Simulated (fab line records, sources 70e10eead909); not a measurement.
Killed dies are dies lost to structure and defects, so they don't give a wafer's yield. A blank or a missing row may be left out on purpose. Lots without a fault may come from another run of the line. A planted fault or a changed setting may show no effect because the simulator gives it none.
Chamber matching | flow nand_harc | NHARC_A_STAIRCASE_ETCH_292 on rie_diel-09: 4 sister chambers
The step etches the open film in CF4/CHF3. 4 wafers are shown with their chamber, then 8 later ones without.

WAFERS WITH THEIR CHAMBER
wafer  | chamber | drypump_motor_current_A (A)
L090.1 | 1       | 5.8
L090.2 | 2       | 5.2
L090.4 | 0       | 5.2
L088.1 | 3       | 6.4

WAFERS WITHOUT THEIR CHAMBER
wafer  | drypump_motor_current_A (A)
L088.3 | 5.2
L088.5 | 5.2
L094.1 | 5.2
L094.4 | 5.7
L094.5 | 5.7
L097.1 | 6.4
L097.3 | 5.8
L097.4 | 5.2

WHICH CHAMBER EACH WENT THROUGH
wafer  | from the rows above     | in truth
L088.3 | can't be placed: 0 or 2 | 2
L088.5 | can't be placed: 0 or 2 | 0
L094.1 | can't be placed: 0 or 2 | 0
L094.4 | 1                       | 1
L094.5 | 1                       | 1
L097.1 | 3                       | 3
L097.3 | 1                       | 1
L097.4 | can't be placed: 0 or 2 | 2
Placed correctly: 4 of 8. Can't be placed from these rows: 4 (the true chamber is among the candidates in 4). Placed wrongly: 0.
How it was worked out, from the rows above alone: a wafer's distance from a chamber is the root of the sum, over the readings, of the square of ((its reading less the chamber's mean) divided by the reading's scatter). The wafer belongs to the nearest chamber; if the next one is less than 2 further off, it can't be placed. A chamber's mean is the mean of its shown wafers. The scatter: with one shown wafer a chamber, the root of the mean of the squares of how far each hidden wafer lies from its nearest shown one.
